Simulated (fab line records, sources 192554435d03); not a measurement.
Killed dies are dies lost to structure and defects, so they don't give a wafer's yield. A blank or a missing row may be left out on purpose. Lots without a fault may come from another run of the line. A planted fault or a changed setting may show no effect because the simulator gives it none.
Which tool did it? | flow n5_finfet | 7 lots, 21 wafers sampled, at 8 steps of a route of 1938

WHAT THE GAUGES READ, wafer by wafer
N5_BEOL_M0_SAQP_OVL_MEAS_41.
lot  | measured    | on         | M0_CUT1_OVL (nm)
L132 | day 5 14:43 | overlay-02 | -0.9 -0.2 -0.4
L134 | day 6 01:08 | overlay-02 | -0.9 -0.5 -0.3
L139 | day 7 18:47 | overlay-01 | -0.9 -1.8 0.1
L140 | day 7 20:01 | overlay-01 | 0.2 -1.6 -0.4
L141 | day 7 23:04 | overlay-01 | 0.2 0.2 -0.2
L147 | day 9 07:21 | overlay-01 | -0.3 -0.2 -0.3
L149 | day 9 18:37 | overlay-01 | 0.1 -0.1 0.4

N5_BEOL_M0_OCD_MEAS_108.
lot  | measured    | on     | trench_depth_nm (nm)
L132 | day 5 20:04 | ocd-02 | 31.9 32.6 32.9
L134 | day 6 04:50 | ocd-01 | 32.8 31.3 31.1
L139 | day 8 01:22 | ocd-01 | 31.7 32.1 32.4
L140 | day 8 02:31 | ocd-01 | 31.5 32.1 32.3
L141 | day 8 01:44 | ocd-01 | 32.7 14.0 14.1
L147 | day 9 12:17 | ocd-02 | 33.0 34.0 33.2
L149 | day 9 21:23 | ocd-01 | 32.9 32.5 32.0

N5_BEOL_M4_RC_MEAS_101.
lot  | measured     | on        | DIBL_N (mV/V)  | DIBL_P (mV/V) | IOFF_N (nA/um) | IOFF_P (nA/um) | ION_N (uA/um) | ION_P (uA/um) | SS_N (mV/dec)  | SS_P (mV/dec)  | VT_N (mV)   | VT_P (mV)
L132 | day 10 15:06 | prober-01 | 33.4 32.1 32.3 | 34 32 33      | 0.13 0.12 0.10 | 0.20 0.16 0.17 | 648 659 648   | 455 458 454   | 72.0 70.9 70.4 | 72.2 71.6 71.5 | 254 253 260 | -247 -252 -251
L134 | day 11 05:18 | prober-02 | 36.0 36.3 36.3 | 34 36 35      | 0.14 0.17 0.15 | 0.20 0.24 0.24 | 676 692 691   | 465 472 474   | 71.2 71.6 71.2 | 72.9 73.4 72.7 | 248 244 249 | -250 -246 -248
L139 | day 12 01:53 | prober-02 | 37.1 38.0 34.7 | 39 41 37      | 0.18 0.21 0.14 | 0.24 0.29 0.21 | 674 686 667   | 463 476 463   | 72.0 71.8 70.5 | 74.2 74.3 73.3 | 250 249 252 | -248 -247 -247
L140 | day 12 21:09 | prober-02 | 40.1 41.5 40.5 | 41 40 39      | 0.23 0.26 0.26 | 0.33 0.32 0.30 | 688 700 686   | 477 475 470   | 71.7 73.2 71.8 | 74.0 74.5 74.3 | 246 243 242 | -242 -243 -246
L141 | day 12 19:27 | prober-01 | 39.6 37.3 39.5 | 41 38 40      | 0.20 0.16 0.21 | 0.31 0.21 0.27 | 679 690 693   | 463 469 471   | 72.1 71.5 72.2 | 75.1 73.7 73.5 | 250 252 245 | -246 -249 -247
L147 | day 14 05:19 | prober-01 | 34.6 38.4 40.5 | 36 38 41      | 0.12 0.18 0.23 | 0.22 0.24 0.32 | 669 671 693   | 471 469 476   | 71.3 71.9 72.6 | 73.4 73.8 74.8 | 256 250 246 | -249 -248 -243
L149 | day 14 14:53 | prober-02 | 36.8 37.6 42.1 | 38 39 43      | 0.15 0.18 0.30 | 0.25 0.29 0.40 | 675 680 712   | 469 478 482   | 71.2 71.5 72.6 | 73.1 73.6 75.5 | 253 247 241 | -245 -245 -240

WHICH TOOL RAN EACH LOT (tool, then ch and the chambers of the sampled wafers, then the start)
lot  | N5_BEOL_M0_SAQP_PECVD_03       | N5_BEOL_M0_SAQP_STRIP_75          | N5_BEOL_M0_HM_OPEN_105           | N5_BEOL_M0_ETCH_128               | N5_BEOL_M0_DEGAS_112
L132 | pecvd-03 ch 0,2, day 5 10:10   | rie_diel-03 ch 0,1, day 5 15:54   | rie_metal-01 ch 0,1, day 5 19:39 | rie_diel-04 ch 0,2, day 5 19:55   | pvd_sputter-03, day 5 20:20
L134 | pecvd-04 ch 0,1,2, day 5 20:07 | rie_diel-03 ch 0,2, day 6 02:08   | rie_metal-03 ch 0,1, day 6 04:23 | rie_diel-04 ch 0,2, day 6 04:41   | pvd_sputter-01, day 6 06:01
L139 | pecvd-01 ch 0,1, day 7 14:12   | rie_diel-03 ch 2,3, day 7 20:10   | rie_metal-01 ch 0,1, day 8 00:52 | rie_diel-05 ch 0,1,3, day 8 01:13 | pvd_sputter-02, day 8 01:50
L140 | pecvd-03 ch 0,1,2, day 7 14:58 | rie_diel-03 ch 0,3, day 7 21:04   | rie_metal-03 ch 0,1, day 8 02:01 | rie_diel-05 ch 0,3, day 8 02:23   | pvd_sputter-02, day 8 03:31
L141 | pecvd-03 ch 1,2, day 7 18:25   | rie_diel-03 ch 0,1,3, day 8 00:04 | rie_metal-02 ch 0,1, day 8 01:09 | rie_diel-01 ch 0,1,3, day 8 01:35 | pvd_sputter-02, day 8 02:02
L147 | pecvd-04 ch 0,1,2, day 9 02:37 | rie_diel-06 ch 0,2, day 9 08:21   | rie_metal-01 ch 0,1, day 9 11:47 | rie_diel-05 ch 0,2,3, day 9 12:09 | pvd_sputter-03, day 9 12:46
L149 | pecvd-01 ch 0,1, day 9 13:16   | rie_diel-02 ch 0,2,3, day 9 19:37 | rie_metal-02 ch 1, day 9 20:17   | rie_diel-05 ch 0,1,2, day 9 21:14 | pvd_sputter-03, day 9 22:08
- N5_BEOL_M0_SAQP_PECVD_03: deposits SiCN from 3MS/NH3, target thk 12 nm, time 21.1 s.
- N5_BEOL_M0_SAQP_STRIP_75: strips in CF4.
- N5_BEOL_M0_HM_OPEN_105: chemistry Cl2/BCl3, target TiN, target depth 12 nm.
- N5_BEOL_M0_ETCH_128: etches SiCN in CF4/N2, target depth 12 nm, overetch 5.1 nm, time 21.4 s.
- N5_BEOL_M0_DEGAS_112: time 60 s.

WHAT THE TOOLS THEMSELVES READ (means of the sampled wafers that have a number; where no wafer has one, the mark that the record gives instead)
N5_BEOL_M0_SAQP_PECVD_03.
lot  | tool     | showerhead_plenum_p_Torr (Torr) | throttle_valve_pct (%)
L132 | pecvd-03 | 3.658                           | 8.7
L134 | pecvd-04 | 3.667                           | 9.1
L139 | pecvd-01 | 3.668                           | 9.4
L140 | pecvd-03 | 3.660                           | 8.9
L141 | pecvd-03 | 3.661                           | 9.3
L147 | pecvd-04 | 3.668                           | 8.9
L149 | pecvd-01 | 3.658                           | 9.4

N5_BEOL_M0_SAQP_STRIP_75.
lot  | tool        | chamber_pressure_mTorr (mTorr) | drypump_motor_current_A (A) | oes_product_au (a.u.) | rf_vpp_V (V) | showerhead_plenum_p_Torr (Torr) | throttle_valve_pct (%)
L132 | rie_diel-03 | 50.02                          | 6.0                         | 0.182                 | 271.7        | 1.82                            | 13.46
L134 | rie_diel-03 | 50.00                          | 6.2                         | 0.192                 | 272.8        | 1.84                            | 13.24
L139 | rie_diel-03 | 50.01                          | 5.5                         | 0.209                 | 273.8        | 1.90                            | 13.34
L140 | rie_diel-03 | 49.99                          | 5.5                         | 0.203                 | 272.9        | 1.87                            | 13.34
L141 | rie_diel-03 | 50.03                          | 5.7                         | 0.185                 | 272.7        | 1.84                            | 13.54
L147 | rie_diel-06 | 49.97                          | 5.5                         | 0.197                 | 271.7        | 1.82                            | 13.21
L149 | rie_diel-02 | 49.99                          | 5.8                         | 0.168                 | 270.8        | 1.75                            | 13.63

N5_BEOL_M0_HM_OPEN_105.
lot  | tool         | chamber_pressure_mTorr (mTorr) | drypump_motor_current_A (A) | he_backside_leak_sccm (sccm) | oes_product_au (a.u.) | throttle_valve_pct (%)
L132 | rie_metal-01 | 9.998                          | 5.3                         | 3.38                         | 0.76                  | 21.90
L134 | rie_metal-03 | 10.011                         | 5.7                         | 3.36                         | 0.80                  | 21.69
L139 | rie_metal-01 | 10.005                         | 5.3                         | 3.34                         | 0.75                  | 21.88
L140 | rie_metal-03 | 10.005                         | 5.7                         | 3.37                         | 0.79                  | 21.71
L141 | rie_metal-02 | 9.993                          | 6.1                         | 3.56                         | 0.52                  | 22.61
L147 | rie_metal-01 | 10.001                         | 5.3                         | 3.43                         | 0.75                  | 21.91
L149 | rie_metal-02 | 10.005                         | 6.0                         | 3.54                         | 0.62                  | 22.06

N5_BEOL_M0_ETCH_128.
lot  | tool        | chamber_pressure_mTorr (mTorr) | drypump_motor_current_A (A) | n2_flow_sccm (sccm) | oes_product_au (a.u.) | rf_vpp_V (V) | showerhead_plenum_p_Torr (Torr) | throttle_valve_pct (%)
L132 | rie_diel-04 | 40.02                          | 5.4                         | 60.00               | 0.49                  | 382.4        | 2.20                            | 15.29
L134 | rie_diel-04 | 39.98                          | 5.2                         | 59.96               | 0.51                  | 382.3        | 2.21                            | 15.17
L139 | rie_diel-05 | 39.95                          | 5.7                         | 60.00               | 0.59                  | 381.4        | 2.19                            | 15.18
L140 | rie_diel-05 | 40.01                          | 5.2                         | 59.92               | 0.61                  | 381.7        | 2.19                            | 15.21
L141 | rie_diel-01 | 40.04                          | 5.4                         | 60.00               | 0.41                  | 382.6        | 2.22                            | 15.32
L147 | rie_diel-05 | 40.00                          | 5.3                         | 59.98               | 0.56                  | 381.6        | 2.21                            | 15.23
L149 | rie_diel-05 | 39.96                          | 5.7                         | 59.98               | 0.54                  | 383.2        | 2.21                            | 15.20

N5_BEOL_M0_DEGAS_112.
lot  | tool           | heater_power_w (W)
L132 | pvd_sputter-03 | 298
L134 | pvd_sputter-01 | 329
L139 | pvd_sputter-02 | 379
L140 | pvd_sputter-02 | 403
L141 | pvd_sputter-02 | 337
L147 | pvd_sputter-03 | 313
L149 | pvd_sputter-03 | 304

THE ANSWER, worked out from the rows above alone
Rule: what is usual is taken from the lots themselves. Put in order of their means at a reading, lots are off if they are a third of the lots or fewer, leave a main group of 4 or more, and stand apart from it by a gap of 3 or more times the standard deviation of the main group's means; of several such gaps the widest counts. A main group whose means are all the same, to the digits that the tables above print for the reading, isn't used. A lot without any number at a reading at which 4 lots or more have one is off too. The other lots that the step has rows for count as sound. The gauges are gone through in route order, then the tools' own readings, and for those a lot's mean is taken as printed above. The first step at which some lot is off is used, and at that step the reading that is off furthest; a lot without a number counts as furthest.
Off: L141, at N5_BEOL_M0_OCD_MEAS_108 (trench_depth_nm). The main group: mean 32.4 nm, standard deviation 0.54.
A tool fits if, at a process step before that reading, it ran every lot that is off, and no sound lot after the first of them. The gauges at N5_BEOL_M0_OCD_MEAS_108 aren't tried: what is off there is off at N5_BEOL_M0_HM_OPEN_105 too, on other tools, and a gauge's error can't cause that. Can't be told from this: 3 tools fit, pecvd-03 at N5_BEOL_M0_SAQP_PECVD_03, rie_diel-03 at N5_BEOL_M0_SAQP_STRIP_75, rie_diel-01 at N5_BEOL_M0_ETCH_128.

WHAT THE SIMULATOR HAD PUT IN
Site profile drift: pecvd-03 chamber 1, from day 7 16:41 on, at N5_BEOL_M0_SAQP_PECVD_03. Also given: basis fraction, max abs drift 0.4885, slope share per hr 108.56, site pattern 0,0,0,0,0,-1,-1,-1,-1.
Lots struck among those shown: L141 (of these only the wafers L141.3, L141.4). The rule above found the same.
